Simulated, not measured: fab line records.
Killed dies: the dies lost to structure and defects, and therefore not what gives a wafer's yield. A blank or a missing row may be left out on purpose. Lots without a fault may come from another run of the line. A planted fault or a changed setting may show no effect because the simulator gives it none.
Split-lot study + flow n5_finfet + route with 1938 steps; 7 lots, 36 wafers read

## ABOUT THE SPLIT
At N5_PASSIVATION_DEVELOP_29 (develop time 60 s), the setting develop_time_s was moved away from the recipe's 60 s on 10 of the 36 wafers read, by -48.0% to +33.5%. This setting was run at the recipe's value on the other wafers.

## FROM SPLIT TO READING: 1 step shown by the file between the two
- N5_PASSIVATION_HARDBAKE_31: time 120 s

## THE READING
cd_nm at N5_PASSIVATION_CD_MEAS_30, given in nm (cd target 4000 nm). On this fab line, fault-free wafers typically give 3999.5 nm with a standard deviation of 2.2 nm.

| wafer  | tool, chamber at the split | develop_time_s as run, s | against the recipe | cd_nm, nm | against lot-mates on the recipe |
|--------|----------------------------|--------------------------|--------------------|-----------|---------------------------------|
| L076.1 | litho_track-03, 0          | 60                       | recipe             | 3999.1    | -                               |
| L076.2 | litho_track-03, 0          | 60                       | recipe             | 3999.3    | -                               |
| L076.3 | litho_track-03, 0          | 60                       | recipe             | 3996.1    | -                               |
| L076.4 | litho_track-03, 0          | 60                       | recipe             | 3999.4    | -                               |
| L076.5 | litho_track-03, 0          | 60                       | recipe             | 3997.5    | -                               |
| L076.6 | litho_track-03, 0          | 60                       | recipe             | 3996.4    | -                               |
| L074.2 | litho_track-02, 0          | 60                       | recipe             | 4000.2    | -                               |
| L074.3 | litho_track-02, 0          | 60                       | recipe             | 4005.2    | -                               |
| L074.5 | litho_track-02, 0          | 60                       | recipe             | 4001.6    | -                               |
| L077.1 | litho_track-03, 0          | 80.09                    | +33.5%             | 4003.8    | +4.1                            |
| L077.2 | litho_track-03, 0          | 80.09                    | +33.5%             | 4005.6    | +5.9                            |
| L077.3 | litho_track-03, 0          | 80.09                    | +33.5%             | 4004.1    | +4.4                            |
| L077.4 | litho_track-03, 0          | 60                       | recipe             | 3998.1    | -                               |
| L077.5 | litho_track-03, 0          | 60                       | recipe             | 4000.8    | -                               |
| L077.6 | litho_track-03, 0          | 60                       | recipe             | 4000.3    | -                               |
| L078.1 | litho_track-02, 0          | 60                       | recipe             | 4003.1    | -                               |
| L078.4 | litho_track-02, 0          | 44.89                    | -25.2%             | 3992.0    | -11.1                           |
| L078.5 | litho_track-02, 0          | 60                       | recipe             | 4003.2    | -                               |
| L081.1 | litho_track-02, 0          | 31.19                    | -48.0%             | 3985.5    | -13.2                           |
| L081.2 | litho_track-02, 0          | 60                       | recipe             | 4000.7    | -                               |
| L081.3 | litho_track-02, 0          | 60                       | recipe             | 3999.0    | -                               |
| L081.4 | litho_track-02, 0          | 31.19                    | -48.0%             | 3982.8    | -15.9                           |
| L081.5 | litho_track-02, 0          | 60                       | recipe             | 3996.4    | -                               |
| L081.6 | litho_track-02, 0          | 31.19                    | -48.0%             | 3987.8    | -10.9                           |
| L092.1 | litho_track-04, 0          | 60                       | recipe             | 3998.3    | -                               |
| L092.2 | litho_track-04, 0          | 60                       | recipe             | 3997.5    | -                               |
| L092.3 | litho_track-04, 0          | 60                       | recipe             | 4000.3    | -                               |
| L092.4 | litho_track-04, 0          | 33.41                    | -44.3%             | 3988.8    | -9.9                            |
| L092.5 | litho_track-04, 0          | 33.41                    | -44.3%             | 3984.5    | -14.2                           |
| L092.6 | litho_track-04, 0          | 33.41                    | -44.3%             | 3988.3    | -10.4                           |
| L095.1 | litho_track-04, 0          | 60                       | recipe             | 4002.8    | -                               |
| L095.2 | litho_track-04, 0          | 60                       | recipe             | 3996.9    | -                               |
| L095.3 | litho_track-04, 0          | 60                       | recipe             | 3997.3    | -                               |
| L095.4 | litho_track-04, 0          | 60                       | recipe             | 3999.8    | -                               |
| L095.5 | litho_track-04, 0          | 60                       | recipe             | 3997.7    | -                               |
| L095.6 | litho_track-04, 0          | 60                       | recipe             | 4001.5    | -                               |

THE FIT
A straight line over all 36 wafers: cd_nm changes by +0.253 nm for each +1% of develop_time_s; r = +0.91; the points scatter about the line by 2.5 nm.
The same after taking each lot's own level away (the mean of its wafers on the recipe; 36 wafers): +0.243 nm for each +1%; r = +0.93; scatter 2.1 nm.
Per that fit: largest develop_time_s move, reading shift of 12 nm.
Across the lots, their own levels run from 3997.97 to 4003.15 nm, a range of 2.4 times the standard deviation given above.
Hence the lot-to-lot level has little effect on the slope; both slopes agree.
Check: -12.1 nm against its lot-mates is what the line predicts for one of the wafers moved furthest among these (-48.0%) when that wafer is left out of the fit. Against them it came out at -13.2 nm.

## FILE'S OWN FIT
cd_nm changes by +0.253 nm for each +1% of develop_time_s, r = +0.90.
